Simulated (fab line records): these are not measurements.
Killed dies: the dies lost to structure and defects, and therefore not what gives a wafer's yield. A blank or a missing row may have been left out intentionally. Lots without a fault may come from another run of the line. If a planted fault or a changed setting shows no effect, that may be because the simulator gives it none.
Split-lot experiment / flow n5Finfet / 39 wafers read across 7 lots, on a route 1938 steps long

== ON THE SPLIT ==
At N5_WELL_APT_IMPLANT_31, the setting energyKev was moved away from the recipe's 60 on 18 of the 39 wafers read, by -10.1% to +5.8%. All remaining wafers had this setting at the recipe value.

The reading comes from the split's own step.

== THE READING ==
The simulator's own value implant.drpNm, read by no gauge, in nm at N5_WELL_APT_IMPLANT_31. The file gives no usual value for it.

wafer=L076.1; tool, chamber at the split=implanter-02, 0; energyKev as run=61.98; against the recipe=+3.3%; implant.drpNm, nm=65.63; against lot-mates on the recipe=+1.10
wafer=L076.3; tool, chamber at the split=implanter-02, 0; energyKev as run=61.98; against the recipe=+3.3%; implant.drpNm, nm=65.63; against lot-mates on the recipe=+1.10
wafer=L076.4; tool, chamber at the split=implanter-02, 0; energyKev as run=61.98; against the recipe=+3.3%; implant.drpNm, nm=65.63; against lot-mates on the recipe=+1.10
wafer=L076.2; tool, chamber at the split=implanter-02, 0; energyKev as run=60; against the recipe=recipe; implant.drpNm, nm=64.53; against lot-mates on the recipe=-
wafer=L076.5; tool, chamber at the split=implanter-02, 0; energyKev as run=60; against the recipe=recipe; implant.drpNm, nm=64.53; against lot-mates on the recipe=-
wafer=L076.6; tool, chamber at the split=implanter-02, 0; energyKev as run=60; against the recipe=recipe; implant.drpNm, nm=64.53; against lot-mates on the recipe=-
wafer=L080.1; tool, chamber at the split=implanter-01, 0; energyKev as run=60; against the recipe=recipe; implant.drpNm, nm=64.53; against lot-mates on the recipe=-
wafer=L080.2; tool, chamber at the split=implanter-01, 0; energyKev as run=60; against the recipe=recipe; implant.drpNm, nm=64.53; against lot-mates on the recipe=-
wafer=L080.5; tool, chamber at the split=implanter-01, 0; energyKev as run=60; against the recipe=recipe; implant.drpNm, nm=64.53; against lot-mates on the recipe=-
wafer=L080.3; tool, chamber at the split=implanter-01, 0; energyKev as run=63.47; against the recipe=+5.8%; implant.drpNm, nm=66.45; against lot-mates on the recipe=+1.92
wafer=L080.4; tool, chamber at the split=implanter-01, 0; energyKev as run=63.47; against the recipe=+5.8%; implant.drpNm, nm=66.45; against lot-mates on the recipe=+1.92
wafer=L080.6; tool, chamber at the split=implanter-01, 0; energyKev as run=63.47; against the recipe=+5.8%; implant.drpNm, nm=66.45; against lot-mates on the recipe=+1.92
wafer=L083.1; tool, chamber at the split=implanter-01, 0; energyKev as run=60; against the recipe=recipe; implant.drpNm, nm=64.53; against lot-mates on the recipe=-
wafer=L083.2; tool, chamber at the split=implanter-01, 0; energyKev as run=60; against the recipe=recipe; implant.drpNm, nm=64.53; against lot-mates on the recipe=-
wafer=L083.4; tool, chamber at the split=implanter-01, 0; energyKev as run=60; against the recipe=recipe; implant.drpNm, nm=64.53; against lot-mates on the recipe=-
wafer=L083.3; tool, chamber at the split=implanter-01, 0; energyKev as run=53.96; against the recipe=-10.1%; implant.drpNm, nm=60.95; against lot-mates on the recipe=-3.58
wafer=L083.5; tool, chamber at the split=implanter-01, 0; energyKev as run=53.96; against the recipe=-10.1%; implant.drpNm, nm=60.95; against lot-mates on the recipe=-3.58
wafer=L083.6; tool, chamber at the split=implanter-01, 0; energyKev as run=53.96; against the recipe=-10.1%; implant.drpNm, nm=60.95; against lot-mates on the recipe=-3.58
wafer=L086.3; tool, chamber at the split=implanter-02, 0; energyKev as run=60; against the recipe=recipe; implant.drpNm, nm=64.53; against lot-mates on the recipe=-
wafer=L086.4; tool, chamber at the split=implanter-02, 0; energyKev as run=60; against the recipe=recipe; implant.drpNm, nm=64.53; against lot-mates on the recipe=-
wafer=L086.6; tool, chamber at the split=implanter-02, 0; energyKev as run=60; against the recipe=recipe; implant.drpNm, nm=64.53; against lot-mates on the recipe=-
wafer=L088.1; tool, chamber at the split=implanter-02, 0; energyKev as run=55.35; against the recipe=-7.8%; implant.drpNm, nm=61.8; against lot-mates on the recipe=-2.73
wafer=L088.4; tool, chamber at the split=implanter-02, 0; energyKev as run=55.35; against the recipe=-7.8%; implant.drpNm, nm=61.8; against lot-mates on the recipe=-2.73
wafer=L088.5; tool, chamber at the split=implanter-02, 0; energyKev as run=55.35; against the recipe=-7.8%; implant.drpNm, nm=61.8; against lot-mates on the recipe=-2.73
wafer=L088.2; tool, chamber at the split=implanter-02, 0; energyKev as run=60; against the recipe=recipe; implant.drpNm, nm=64.53; against lot-mates on the recipe=-
wafer=L088.3; tool, chamber at the split=implanter-02, 0; energyKev as run=60; against the recipe=recipe; implant.drpNm, nm=64.53; against lot-mates on the recipe=-
wafer=L088.6; tool, chamber at the split=implanter-02, 0; energyKev as run=60; against the recipe=recipe; implant.drpNm, nm=64.53; against lot-mates on the recipe=-
wafer=L096.1; tool, chamber at the split=implanter-02, 0; energyKev as run=63.38; against the recipe=+5.6%; implant.drpNm, nm=66.4; against lot-mates on the recipe=+1.87
wafer=L096.2; tool, chamber at the split=implanter-02, 0; energyKev as run=63.38; against the recipe=+5.6%; implant.drpNm, nm=66.4; against lot-mates on the recipe=+1.87
wafer=L096.4; tool, chamber at the split=implanter-02, 0; energyKev as run=63.38; against the recipe=+5.6%; implant.drpNm, nm=66.4; against lot-mates on the recipe=+1.87
wafer=L096.3; tool, chamber at the split=implanter-02, 0; energyKev as run=60; against the recipe=recipe; implant.drpNm, nm=64.53; against lot-mates on the recipe=-
wafer=L096.5; tool, chamber at the split=implanter-02, 0; energyKev as run=60; against the recipe=recipe; implant.drpNm, nm=64.53; against lot-mates on the recipe=-
wafer=L096.6; tool, chamber at the split=implanter-02, 0; energyKev as run=60; against the recipe=recipe; implant.drpNm, nm=64.53; against lot-mates on the recipe=-
wafer=L097.1; tool, chamber at the split=implanter-02, 0; energyKev as run=60; against the recipe=recipe; implant.drpNm, nm=64.53; against lot-mates on the recipe=-
wafer=L097.5; tool, chamber at the split=implanter-02, 0; energyKev as run=60; against the recipe=recipe; implant.drpNm, nm=64.53; against lot-mates on the recipe=-
wafer=L097.6; tool, chamber at the split=implanter-02, 0; energyKev as run=60; against the recipe=recipe; implant.drpNm, nm=64.53; against lot-mates on the recipe=-
wafer=L097.2; tool, chamber at the split=implanter-02, 0; energyKev as run=54.32; against the recipe=-9.5%; implant.drpNm, nm=61.17; against lot-mates on the recipe=-3.36
wafer=L097.3; tool, chamber at the split=implanter-02, 0; energyKev as run=54.32; against the recipe=-9.5%; implant.drpNm, nm=61.17; against lot-mates on the recipe=-3.36
wafer=L097.4; tool, chamber at the split=implanter-02, 0; energyKev as run=54.32; against the recipe=-9.5%; implant.drpNm, nm=61.17; against lot-mates on the recipe=-3.36

FIT RESULTS
A straight line over all 39 wafers: implant.drpNm changes by +0.348 nm for each +1% of energyKev; r = +1.00; the points scatter about the line by 0.038 nm.
The same after taking each lot's own level away (the mean of its wafers on the recipe; 39 wafers): +0.348 nm for each +1%; r = +1.00; scatter 0.038 nm.
That fit puts the effect of the largest move of energyKev on the reading at 3.5 nm.
The lots' own levels span 64.530 to 64.530 nm.
The two slopes are in agreement: the lot-to-lot level therefore moves the slope only a little.
Check: with one of the wafers moved furthest among these (-10.1%) left out of the fit, the line predicts -3.53 nm for it against its lot-mates. It came out at -3.58 nm against them.

== OTHER SPLITS ON THESE WAFERS ==
Note: prior to the reading, these wafers also went through further splits. Each is held against what the fit with the lots' levels taken away leaves over:
other split on the same wafers=N5_WELL_APT_EXPOSE_05 doseMj; wafers away from the commonest value=18; r with implant.drpNm (lot level and that fit taken away)=+0.02

== THE WHOLE CHAIN: every reading that the file lists as answering this split, in the file's order ==
step=N5_WELL_APT_IMPLANT_31; what it does=; reading=implant.rpNm (the simulator's own value, which no gauge read); change (the file's fit)=+1.92 nm for each +1% of the setting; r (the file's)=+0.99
step=N5_WELL_APT_IMPLANT_31; what it does=; reading=implant.drpNm (the simulator's own value, which no gauge read); change (the file's fit)=+0.349 nm for each +1% of the setting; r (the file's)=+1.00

== THE FILE'S OWN FIT ==
implant.drpNm changes by +0.349 nm for each +1% of energyKev, r = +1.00.
